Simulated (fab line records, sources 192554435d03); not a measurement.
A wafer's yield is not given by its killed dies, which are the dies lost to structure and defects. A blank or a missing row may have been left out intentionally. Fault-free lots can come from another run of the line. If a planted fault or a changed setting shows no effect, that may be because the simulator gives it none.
Problem report in the 8D (eight disciplines) form, filled by code    flow n5-finfet    the parts of the form that need people (team, actions taken, sign-off) are left out

== 1. WHAT WENT WRONG ==
Mean of bias-w at N5_ZERO_LAYER_ETCH_18: 81.61 W across 6 wafers in 2 lots; on wafers with no fault it is 75.01 W (standard deviation 0.19). That puts it +35 standard deviations away from the usual mean.
The step: etches Si in HBr/Cl2, target depth 120 nm, time 40 s.
The first sign was on wafer L854.1 at day 4 19:24, on rie-si-03. Wafers with a number at this step in the record: 28, from 10 lots. By rule, "out" or "out of limits" means more than 4 standard deviations away from the usual mean. Any other wafer with a number is counted as sound.

== 2. WHAT IT IS, WHAT IT ISN'T ==
question                     is                      is not
which readings at this step  bias-w                  drypump-motor-current-A, oes-product-au, throttle-valve-pct
which lots                   L854, L856              L841, L842, L843, L846, L847, L862, L863, L864
which wafers of those lots   all that have a number  -
read on which tools          rie-si-03               rie-si-02, rie-si-04
when                         from day 4 19:24        up to then (14 sound wafers); but 8 sound wafers of L862, L863, L864 came after

== 3. WHAT RULES OUT EACH SUSPECT ==
Counting: a tool stays on the suspect list if, at a process step up to the reading, it processed all lots that are out and no sound lot following the first of them.
- rie-si-03 at N5_ZERO_LAYER_ETCH_18 (etches Si in HBr/Cl2, target depth 120 nm, time 40 s): kept. It processed each lot that is out, first L854 at day 4 19:24, and no sound lot thereafter; up to then, the last sound lot it processed was L843 at day 2 00:57. Out on those wafers are its own readings of bias-w.
The count leaves rie-si-03 at N5_ZERO_LAYER_ETCH_18.

== 4. THE CAUSE (what the simulator had put in) ==
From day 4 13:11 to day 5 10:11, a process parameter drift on rie-si-03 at N5_ZERO_LAYER_ETCH_18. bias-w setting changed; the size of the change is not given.
Counting left only this tool.

== 5. THE EFFECT CHAIN, in route order ==
Each row: a reading whose mean over the struck wafers that have a number lies more than 3 standard deviations from the usual. Scope: only readings with a usual standard deviation given in the record; hours: median across lots of the time from each lot's start at the first step in this table that gives one to its start at this step; sigmas: change in usual standard deviations.
hours  step                   reading  usual    on struck wafers  change  sigmas
0      N5_ZERO_LAYER_ETCH_18  bias-w   75.01 W  81.61             +6.60   +35
Here are the process steps it includes:
- N5_ZERO_LAYER_ETCH_18: etches Si in HBr/Cl2, target depth 120 nm, time 40 s.
Later measuring or inspecting steps at which every struck wafer that the step has a row for has a number for every such reading, and none has moved that far: N5_WELL_APT_OVL_MEAS_26, N5_BEOL_M4_RC_MEAS_101.

== 6. WHAT WOULD HAVE CAUGHT IT SOONER ==
In this record no reading fell out of limits until day 4 19:24, 6 hours after the fault had begun at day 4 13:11.
